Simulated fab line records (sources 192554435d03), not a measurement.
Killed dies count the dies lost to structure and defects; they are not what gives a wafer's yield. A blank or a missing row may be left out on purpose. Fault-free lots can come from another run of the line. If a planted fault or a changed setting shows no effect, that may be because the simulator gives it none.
What tool caused it?    flow n5 finfet    12 lots with 36 wafers sampled at 2 steps, on a route of 1938 steps

## WHAT THE GAUGES READ, wafer by wafer
N5_BEOL_M5_INSPECT_58: inspects for defects (darkfield).
lot   measured      on                 raw defect count
L450  day 8 14:26   defect inspect-02  77 41 20
L451  day 8 21:23   defect inspect-01  86 142 81
L452  day 8 23:35   defect inspect-02  91 58 98
L453  day 9 11:09   defect inspect-02  58 42 45
L458  day 10 09:58  defect inspect-02  49 62 70
L456  day 10 10:37  defect inspect-02  74 65 104
L457  day 10 17:26  defect inspect-02  83 93 76
L463  day 11 21:48  defect inspect-01  32 68 85
L466  day 12 13:29  defect inspect-01  41 36 47
L468  day 12 19:50  defect inspect-02  77 87 96
L471  day 13 22:28  defect inspect-01  43 52 71
L472  day 14 04:28  defect inspect-02  79 44 121

## TOOL THAT RAN EACH LOT (tool first, then ch and the chambers of the sampled wafers, then the start)
lot   N5_BEOL_M5_SPUTTER_88
L450  pvd sputter-01, day 8 12:16
L451  pvd sputter-03, day 8 19:13
L452  pvd sputter-01, day 8 21:25
L453  pvd sputter-01, day 9 08:56
L458  pvd sputter-03, day 10 07:48
L456  pvd sputter-02, day 10 08:26
L457  pvd sputter-02, day 10 15:16
L463  pvd sputter-03, day 11 19:38
L466  pvd sputter-02, day 12 11:14
L468  pvd sputter-02, day 12 17:40
L471  pvd sputter-01, day 13 20:10
L472  pvd sputter-02, day 14 02:17
- N5_BEOL_M5_SPUTTER_88: material Cu, target thk 15 nm, time 27.62 s.

## AS READ BY THE TOOLS THEMSELVES (means over the sampled wafers that have a number; for cases with no such wafer, the mark the record gives instead)
N5_BEOL_M5_SPUTTER_88.
lot   tool            throttle valve pct (%)
L450  pvd sputter-01  29.4
L451  pvd sputter-03  29.8
L452  pvd sputter-01  29.7
L453  pvd sputter-01  30.6
L458  pvd sputter-03  30.1
L456  pvd sputter-02  30.4
L457  pvd sputter-02  30.4
L463  pvd sputter-03  30.2
L466  pvd sputter-02  30.8
L468  pvd sputter-02  30.5
L471  pvd sputter-01  29.7
L472  pvd sputter-02  30.7

## THE ANSWER, worked out from the rows above alone
Rule: usual is defined by the lots themselves. Put in order of their means at a reading, lots are off if they are a third of the lots or fewer, leave a main group of 4 or more, and stand apart from it by a gap of 3 or more times the standard deviation of the main group's means; of several such gaps the widest counts. If all means in a main group match to the digits the tables above print for the reading, that group is not used. A lot without any number at a reading at which 4 lots or more have one is off too. All remaining lots with rows at the step are treated as sound. First the gauges in route order, then the tools' own readings, where a lot's mean is used as printed above. At the first step where some lot is off, the reading lying furthest off is the one used; lots without a number count as furthest.
Nothing can be told from this: no lot is off at any reading shown.

## WHAT THE SIMULATOR HAD INSERTED
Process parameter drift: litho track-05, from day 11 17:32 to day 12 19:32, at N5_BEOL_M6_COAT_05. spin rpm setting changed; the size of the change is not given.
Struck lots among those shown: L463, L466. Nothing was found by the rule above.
